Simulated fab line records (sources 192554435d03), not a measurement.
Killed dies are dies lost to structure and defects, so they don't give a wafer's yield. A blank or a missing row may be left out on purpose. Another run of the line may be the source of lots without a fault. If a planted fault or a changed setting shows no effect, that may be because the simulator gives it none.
fab line records	flow n5-finfet
record lots=9	wafers=26	last-day=18
route steps=1938 shown DUMMY_GATE@243 SD_EPI_N@272 BEOL_M4@1111
lots that met no fault: from a run of the same line without faults
start-h: hours from the record's first day to the start of the lot's first wafer shown	wait-h: hours from the lot's prior step to this one	" unchanged from the row above	L1.1+2: one row covering several wafers at once	- no value, or no start given	* or withheld: withheld	< > ~ a bound
route shown NAME@n: NAME is a module with steps in the file, n the number in the route of the first one	usual: mean and standard deviation over wafers with no fault	same: alike in all rows	chamber/n: place in a boat	sites: each site's reading	_std_site: standard deviation of those values	_edge_site: outer sites' mean less inner sites'	radius-mm: how far each site lies from the wafer's centre	mask NAME#n: copy n	behind: tool/chamber where the wafer was last shaped	hold: what put the lot on hold/how long, in hours/how the hold closed	device: the n, p or np transistor that did not switch	end of line: tests run on the same wafers once the route is complete	a step with no rows: only its recipe	killed: count of dies lost to structure and defects at first sort (not the wafer's yield)	map: the dies of a wafer, with x for killed, . for not killed, _ for no die there
set.NAME: setting as actually run; set.NAME@STEP: the setting as run at that earlier step	model.NAME: the simulator's own value behind a step, which no gauge read
steps of the route over a sample of lots; a table a step, a row a wafer
services: a tool's chamber out of use, with start hour (start-h, from the record's first day; less than 0 if before it), hours out, and reason
## steps
# step N5_DUMMY_GATE_ETCH_31
# recipe chemistry=C4F6/O2	target=SiO2	mask-material=SOC	target-depth-a=825	time-s=27.5	ion-energy-ev=250	pressure-mtorr=30	source-w=345	bias-w=185	Ar_flow_sccm=300	C4F6_flow_sccm=10	O2_flow_sccm=10
# usual drypump-motor-current-A=5.7/0.33	oes_o_777_au=0.75/0.083	oes-product-au=0.75/0.076	rf-vpp-V=662/14	showerhead-plenum-p-Torr=2.88/0.08	throttle-valve-pct=21.17/0.27
lot.wafer	tool	chamber	start-h	wait-h	drypump-motor-current-A	oes_o_777_au	oes-product-au	rf-hours-counter-h	rf-vpp-V	showerhead-plenum-p-Torr	throttle-valve-pct
L314.4	rie-diel-05	0	49.60	0.1	5.4	0.70	0.67	244	648	2.72	21.57
L314.5	"	3	"	"	5.6	0.69	0.71	-	660	2.86	21.29
L314.6	"	0	"	"	5.4	0.70	0.68	-	648	2.72	21.56
L315.2	rie-diel-05	3	55.32	0.0	5.6	0.70	0.70	174	662	2.86	21.27
L315.4	"	2	"	"	5.9	0.75	0.74	173	652	2.85	21.15
L315.6	"	2	"	"	5.9	0.76	0.74	-	650	2.85	21.13
L318.2	rie-diel-04	1	75.67	0.0	6.3	0.73	0.72	192	689	2.94	21.29
L318.6	"	0	"	"	5.6	0.72	0.73	-	645	2.95	21.32
L324.2	rie-diel-05	3	105.52	0.0	5.6	0.68	0.69	193	661	2.85	21.33
L324.4	"	2	"	"	5.9	0.75	0.73	-	650	2.84	21.17
L324.6	"	1	"	"	5.2	0.80	0.77	-	656	2.86	20.88
L325.1	rie-diel-01	3	115.59	0.0	5.7	0.75	0.75	124	677	2.72	20.85
L325.2	"	1	"	"	5.5	0.77	0.75	157	676	2.83	21.00
L325.6	"	3	"	"	5.7	0.75	0.75	-	676	2.72	20.85
L327.3	rie-diel-05	0	125.55	0.3	5.4	0.98	0.95	7	660	3.06	21.20
L327.4	"	3	"	"	5.6	0.68	0.68	200	660	2.85	21.33
L327.5	"	0	"	"	5.4	0.97	0.95	-	659	3.06	21.21
L334.1	rie-diel-04	2	171.62	0.0	6.2	0.90	0.91	21	671	2.77	20.50
L334.5	"	3	"	"	5.9	0.67	0.69	-	669	2.93	21.39
L334.6	"	0	"	"	5.6	0.70	0.71	-	644	2.94	21.37
L335.2	rie-diel-04	1	182.19	0.1	6.3	0.70	0.69	224	687	2.92	21.34
L335.3	"	3	"	"	5.9	0.67	0.69	249	670	2.93	21.40
L335.4	"	2	"	"	6.2	0.90	0.90	25	671	2.77	20.50
L337.2	rie-diel-04	0	193.51	0.2	5.6	0.69	0.69	249	645	2.93	21.36
L337.4	"	1	"	"	6.3	0.71	0.70	-	689	2.92	21.32
L337.5	"	0	"	"	5.7	0.70	0.69	-	644	2.93	21.35
# step N5_DUMMY_GATE_ETCH_32
# recipe chemistry=CF4	target=SiO2	target-depth-a=35	time-s=3.9	ion-energy-ev=350	pressure-mtorr=10	icp-w=800	bias-w=400	cf4-flow-sccm=80
# usual drypump-motor-current-A=5.6/0.52	oes-product-au=1.009/0.02	throttle-valve-pct=21.74/0.23
lot.wafer	tool	chamber	start-h	wait-h	drypump-motor-current-A	oes-product-au	rf-hours-counter-h	throttle-valve-pct
L314.4	rie-si-01	1	49.85	0.1	5.7	0.984	33	21.57
L314.5	"	2	"	"	5.8	1.009	-	21.74
L314.6	"	3	"	"	5.0	1.004	-	21.56
L315.2	rie-si-01	1	55.57	0.1	5.7	0.990	34	21.56
L315.4	"	0	"	"	6.2	1.016	64	21.69
L315.6	"	1	"	"	5.7	0.990	-	21.56
L318.2	rie-si-05	0	75.92	0.1	6.2	1.002	19	21.74
L318.6	"	2	"	"	6.5	0.999	-	21.61
L324.2	rie-si-03	1	105.76	0.1	5.3	1.023	76	22.31
L324.4	"	2	"	"	5.5	0.997	105	22.18
L324.6	"	1	"	"	5.3	1.021	-	22.32
L325.1	rie-si-03	0	115.84	0.1	6.3	1.033	5	21.59
L325.2	"	3	"	"	4.9	1.059	130	21.82
L325.6	"	2	"	"	5.4	0.998	-	22.20
L327.3	rie-si-01	2	125.80	0.1	5.8	0.999	28	21.79
L327.4	"	1	"	"	5.7	0.998	35	21.58
L327.5	"	3	"	"	5.0	1.011	-	21.55
L334.1	rie-si-05	2	171.87	0.1	6.5	1.018	75	21.62
L334.5	"	1	"	"	5.1	1.030	-	21.71
L334.6	"	2	"	"	6.5	1.011	-	21.62
L335.2	rie-si-05	3	182.44	0.1	6.2	0.973	121	21.66
L335.3	"	0	"	"	6.2	0.998	21	21.72
L335.4	"	2	"	"	6.5	1.008	75	21.63
L337.2	rie-si-01	0	193.76	0.1	6.2	1.022	66	21.68
L337.4	"	1	"	"	5.7	0.983	36	21.55
L337.5	"	3	"	"	5.0	1.003	-	21.55
# step N5_SD_EPI_N_INSPECT_11
# recipe mode=adi	inspect-instrument=macro
# usual raw-defect-count=2.1/1.4
lot.wafer	tool	chamber	start-h	wait-h	raw-defect-count
L314.4	defect-inspect-02	-	51.39	0.0	5
L314.5	"	-	"	"	3
L314.6	"	-	"	"	5
L315.2	defect-inspect-02	-	57.11	0.0	1
L315.4	"	-	"	"	2
L315.6	"	-	"	"	0
L318.2	defect-inspect-01	-	77.50	0.0	2
L318.6	"	-	"	"	2
L324.2	defect-inspect-02	-	107.43	0.0	2
L324.4	"	-	"	"	1
L324.6	"	-	"	"	2
L325.1	defect-inspect-01	-	117.78	0.0	4
L325.2	"	-	"	"	3
L325.6	"	-	"	"	0
L327.3	defect-inspect-02	-	127.34	0.0	1
L327.4	"	-	"	"	1
L327.5	"	-	"	"	3
L334.1	defect-inspect-01	-	173.48	0.0	1
L334.5	"	-	"	"	0
L334.6	"	-	"	"	1
L335.2	defect-inspect-02	-	184.01	0.0	3
L335.3	"	-	"	"	2
L335.4	"	-	"	"	3
L337.2	defect-inspect-01	-	195.64	0.0	1
L337.4	"	-	"	"	3
L337.5	"	-	"	"	1
# step N5_SD_EPI_N_ETCHBACK_44
# recipe chemistry=CH3F/O2	mode=anisotropic-etchback	target=SiNx	target-depth-a=145	stop-on=SiO2	over-etch-frac=0.3	ion-energy-ev=120	pressure-mtorr=30	source-w=395	bias-w=73	Ar_flow_sccm=150	CH3F_flow_sccm=30	O2_flow_sccm=20
# usual drypump-motor-current-A=5.6/0.48	oes_o_777_au=0.83/0.074	oes-product-au=0.71/0.063	over-etch-frac=0.3/0	rf-vpp-V=297/6.1	showerhead-plenum-p-Torr=2.02/0.059	throttle-valve-pct=16.23/0.27
lot.wafer	tool	chamber	start-h	wait-h	drypump-motor-current-A	oes_o_777_au	oes-product-au	over-etch-frac	rf-hours-counter-h	rf-vpp-V	showerhead-plenum-p-Torr	throttle-valve-pct
L314.4	rie-diel-03	0	52.33	0.1	5.4	0.92	0.78	0.3	-	303	2.12	15.72
L314.5	"	3	"	"	6.0	0.80	0.68	0.3	-	293	2.01	15.95
L314.6	"	2	"	"	5.6	0.69	0.59	0.3	-	293	2.06	16.35
L315.2	rie-diel-03	2	58.95	0.0	5.6	0.68	0.59	0.3	257	293	2.06	16.36
L315.4	"	0	"	"	5.5	0.90	0.77	0.3	-	302	2.12	15.73
L315.6	"	2	"	"	5.6	0.68	0.59	0.3	-	293	2.06	16.38
L318.2	rie-diel-03	1	78.06	0.0	6.1	0.95	0.83	0.3	5	307	2.06	16.03
L318.6	"	1	"	"	6.1	0.95	0.84	0.3	-	308	2.06	16.02
L324.2	rie-diel-03	0	108.92	0.0	5.5	0.86	0.69	0.48746	51	303	2.11	15.77
L324.4	"	2	"	"	5.6	0.90	0.73	0.48746	8	296	2.05	15.91
L324.6	"	2	"	"	5.6	0.91	0.73	0.48746	-	295	2.05	15.92
L325.1	rie-diel-03	0	118.34	0.0	5.5	0.86	0.68	0.48746	56	302	2.11	15.76
L325.2	"	2	"	"	5.6	0.90	0.72	0.48746	12	293	2.05	15.92
L325.6	"	0	"	"	5.5	0.86	0.67	0.48746	-	304	2.11	15.78
L327.3	rie-diel-03	3	127.79	0.0	6.0	0.77	0.61	0.48746	118	294	2.00	16.01
L327.4	"	0	"	"	5.4	0.86	0.67	0.48746	60	304	2.11	15.80
L327.5	"	0	"	"	5.4	0.86	0.68	0.48746	-	303	2.10	15.80
L334.1	rie-diel-02	2	174.30	0.0	5.1	0.94	0.77	0.3	26	286	1.95	16.41
L334.5	"	0	"	"	5.4	0.72	0.63	0.3	-	296	2.00	16.52
L334.6	"	3	"	"	5.4	0.76	0.66	0.3	-	296	2.08	16.41
L335.2	rie-diel-02	0	184.46	0.0	5.4	0.72	0.62	0.3	157	295	2.00	16.52
L335.3	"	3	"	"	5.4	0.76	0.65	0.3	148	295	2.08	16.43
L335.4	"	1	"	"	5.0	0.83	0.75	0.3	40	296	1.97	16.42
L337.2	rie-diel-06	3	196.09	0.0	6.6	0.81	0.68	0.3	97	298	2.02	16.47
L337.4	"	0	"	"	6.3	0.86	0.74	0.3	42	292	1.96	16.43
L337.5	"	1	"	"	4.8	0.74	0.64	0.3	-	307	1.91	16.51
# step N5_BEOL_M4_RC_MEAS_101
# usual DIBL_N=36.0/1.9	DIBL_P=36.0/2.1	IOFF_N=0.155/0.029	IOFF_P=0.20/0.032	ION_N=672/11	ION_P=461/6.9	SS_N=71.5/0.58	SS_P=73.2/0.64	VT_N=250.4/2.9	VT_P=-251.0/2.8
lot.wafer	tool	chamber	start-h	wait-h	DIBL_N[mV/V]	DIBL_P[mV/V]	IOFF_N[nA/um]	IOFF_P[nA/um]	ION_N[uA/um]	ION_P[uA/um]	SS_N[mV/dec]	SS_P[mV/dec]	VT_N[mV]	VT_P[mV]
L314.4	prober-02	0	180.36	0.5	34.5	33.8	0.124	0.16	676	455	70.4	72.2	254.2	-256.0
L314.5	"	0	"	"	35.0	35.0	0.131	0.17	659	446	71.1	72.5	253.3	-252.8
L314.6	"	0	"	"	35.1	34.7	0.136	0.16	661	451	70.7	72.9	251.9	-257.8
L315.2	prober-02	0	185.41	0.2	36.5	35.3	0.129	0.19	654	452	71.4	73.9	254.5	-251.4
L315.4	"	0	"	"	34.5	33.6	0.114	0.18	672	470	71.0	72.9	254.6	-251.4
L315.6	"	0	"	"	34.4	33.3	0.112	0.17	666	462	70.8	72.3	254.9	-253.8
L318.2	prober-01	0	210.12	0.2	34.8	34.1	0.124	0.19	666	460	71.1	72.9	252.0	-249.1
L318.6	"	0	"	"	36.1	35.2	0.143	0.20	660	460	71.8	73.1	251.5	-249.3
L325.1	prober-01	0	237.95	0.0	35.8	34.8	0.153	0.20	679	465	71.9	72.5	249.8	-251.6
L325.2	"	0	"	"	37.6	36.5	0.179	0.22	683	468	71.7	73.5	250.3	-251.2
L325.6	"	0	"	"	35.4	34.4	0.134	0.19	658	456	71.7	72.4	254.5	-252.9
L324.2	prober-02	0	244.82	0.2	35.8	35.7	0.176	0.22	683	467	71.3	73.4	248.7	-249.5
L324.4	"	0	"	"	34.9	34.6	0.155	0.21	681	467	71.4	72.5	247.3	-250.5
L324.6	"	0	"	"	34.5	34.0	0.143	0.19	674	458	71.3	72.7	250.2	-249.1
L327.3	prober-01	0	246.81	0.3	36.3	36.1	0.181	0.21	685	463	72.0	73.4	244.9	-251.0
L327.4	"	0	"	"	34.5	34.0	0.146	0.17	654	451	71.6	73.0	251.9	-252.2
L327.5	"	0	"	"	37.5	36.8	0.201	0.22	691	462	72.1	74.3	246.8	-251.3
L334.1	prober-02	0	303.98	0.0	38.0	36.8	0.169	0.22	676	469	72.0	73.9	249.1	-247.3
L334.5	"	0	"	"	36.2	35.3	0.148	0.20	673	462	70.9	73.6	250.4	-249.4
L334.6	"	0	"	"	38.5	37.9	0.187	0.23	679	460	71.9	74.0	246.4	-247.4
L337.2	prober-01	0	311.51	0.2	37.5	36.0	0.179	0.23	672	465	71.6	73.9	248.6	-246.8
L337.4	"	0	"	"	35.8	34.7	0.147	0.20	678	460	71.1	72.9	251.6	-250.3
L337.5	"	0	"	"	38.0	36.4	0.173	0.24	657	450	71.5	73.8	248.6	-252.1
L335.2	prober-02	0	312.04	0.2	33.6	33.1	0.130	0.18	675	467	71.5	72.1	250.5	-250.3
L335.3	"	0	"	"	32.7	32.2	0.124	0.17	673	464	70.7	72.4	255.6	-251.7
L335.4	"	0	"	"	34.6	33.9	0.132	0.19	656	457	70.9	72.7	253.0	-251.1
## services
tool	chamber	start-h	hours	kind
rie-diel-06	-	28.41	28.1	pm
rie-diel-04	-	30.72	3.5	repair
rie-si-05	-	39.14	0.2	repair
rie-si-03	3	44.41	8.1	repair
rie-si-01	-	46.72	2.8	pm
rie-diel-03	1	47.64	-	clean
rie-diel-03	1	47.64	-	consumable-replace:focus-ring
rie-diel-02	3	49.63	8.5	repair
rie-diel-02	0	53.04	14.0	repair
rie-si-01	-	55.32	0.2	repair
rie-diel-02	-	63.34	4.1	repair
rie-si-01	0	68.64	44.9	repair
rie-diel-01	0	83.15	5.0	repair
rie-diel-01	0	97.10	6.9	repair
rie-diel-06	-	100.57	14.6	pm
rie-si-01	2	111.18	8.4	repair
rie-si-01	2	126.74	7.9	repair
rie-diel-06	0	131.05	5.5	repair
rie-diel-05	1	141.67	9.0	repair
rie-diel-06	0	162.38	3.7	repair
rie-diel-02	1	162.82	3.1	repair
rie-si-05	-	183.94	14.6	pm
rie-diel-05	3	190.29	7.9	repair
rie-diel-01	1	194.00	11.3	repair
## key
first-sign step=N5_SD_EPI_N_ETCHBACK_44	reading=over-etch-frac	direction=up	sigmas=99+	usual=0.3	struck=0.48746
effect none on later readings
met-at N5_SD_EPI_N_ETCHBACK_44
struck-lots L324,L325,L327
not-acting-at N5_DUMMY_GATE_ETCH_31,N5_DUMMY_GATE_ETCH_32,N5_SD_EPI_N_INSPECT_11
onset-between 78.06 108.92
fault kind=process-parameter-drift	tool=rie-diel-03	chamber=-	onset-h=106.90	steps=N5_SD_EPI_N_ETCHBACK_44	channel=over-etch-frac	offset=0.18746	shape=step	end-h=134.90	acts-in=these-recipes-only	stated=0.3
